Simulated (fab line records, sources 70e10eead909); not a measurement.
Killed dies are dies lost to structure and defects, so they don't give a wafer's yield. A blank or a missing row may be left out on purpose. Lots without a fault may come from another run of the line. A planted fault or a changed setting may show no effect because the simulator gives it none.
Problem report in the 8D (eight disciplines) form, filled by code | flow nand_harc | the parts of the form that need people (team, actions taken, sign-off) are left out

1. THE PROBLEM
thk_nm at NHARC_A_ONON_D1_THK_MEAS_05 reads a mean of 1571 nm on 3 wafers of 2 lots; wafers without a fault read 998 nm with a standard deviation of 8.6. That is +67 standard deviations from the usual mean.
The step: measures by ellipsometry.
First seen on wafer L750.4, day 11 03:08, on film_metro-02. The record holds 37 wafers of 13 lots with a number at this step. Rule for "out", or "out of limits": more than 4 standard deviations from the usual mean. The other wafers with a number count as sound.

2. WHAT IT IS AND WHAT IT IS NOT
question                    | is                           | is not
which readings at this step | thk_nm                       | -
which lots                  | L750, L751                   | L742, L743, L745, L758, L759, L760, L761, L762, L763, L764, L765
which wafers of those lots  | L750.4, L751.4, L751.6       | L750.5
read on which gauges        | film_metro-01, film_metro-02 | -
when                        | from day 11 03:08            | up to then (10 sound wafers); but 24 sound wafers of L758, L759, L760, L761, L762, L763, L764, L765 came after

3. SUSPECTS, AND WHAT RULES EACH OUT
Counting: a tool at a process step up to the reading stays a suspect if it ran every lot that is out. Sound lots after the first of them don't rule it out here, since some wafers of a struck lot are sound.
- the gauge at NHARC_A_ONON_D1_THK_MEAS_05: ruled out. The wafers that are out were read on 2 gauges (film_metro-01, film_metro-02).
- pvd_sputter-03 at NHARC_P_BONDPAD_PVD_27 (deposits Cu, target thk 30 nm, time 20.49 s): kept. It ran every lot that is out, first L750 (day 10 04:19); its last sound lot up to then is L745 (day 7 22:52). NHARC_P_BONDPAD_PVD_27 gives no start for some lots, so the hours and the order of its lots are those of NHARC_A_ZERO_WELL_DESCUM_12.
- pecvd_onon-01 at NHARC_A_ONON_D1_DEP_03 (target thk 1000 nm): kept. It ran every lot that is out, first L750 (day 11 02:48); its last sound lot up to then is L742 (day 7 16:23).
Left after counting: pvd_sputter-03 at NHARC_P_BONDPAD_PVD_27, pecvd_onon-01 at NHARC_A_ONON_D1_DEP_03.

4. THE CAUSE (what the simulator had put in)
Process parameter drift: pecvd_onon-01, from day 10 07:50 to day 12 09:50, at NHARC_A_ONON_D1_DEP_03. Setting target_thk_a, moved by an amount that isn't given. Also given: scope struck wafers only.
Counting left 2 suspects, and this tool is among them.

5. THE CHAIN OF EFFECTS, in route order
Each row: a reading whose mean over the struck wafers that have a number lies more than 3 standard deviations from the usual. Only readings for which the record gives a usual standard deviation are gone through. hours: the time from each lot's start at the first step in this table that gives one to its start at this step, as a median over the lots. sigmas: the change in usual standard deviations.
hours | step                        | reading         | usual  | on struck wafers | change | sigmas
0     | NHARC_A_ONON_D1_THK_MEAS_05 | thk_nm          | 998 nm | 1571             | +573   | +67
399   | NHARC_END_SORT_01           | killed_at_array | 56     | 673              | +617   | +32
399   | NHARC_END_SORT_01           | killed_dies     | 61     | 677              | +616   | +32

6. WHAT WOULD HAVE CAUGHT IT SOONER
In this record the first reading out of limits at a measuring or inspecting step was taken at day 11 03:08, 19 hours after the fault began at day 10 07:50.
Of the tool readings at NHARC_A_ONON_D1_DEP_03 for which the record gives a usual standard deviation, none was out on any struck wafer, so an alarm limit of 4 standard deviations on them would not have fired.
Of the lots that are out (2), L751 began NHARC_A_ONON_D1_DEP_03 on pecvd_onon-01 after day 11 03:08. A hold on the tool at that time would have spared it.
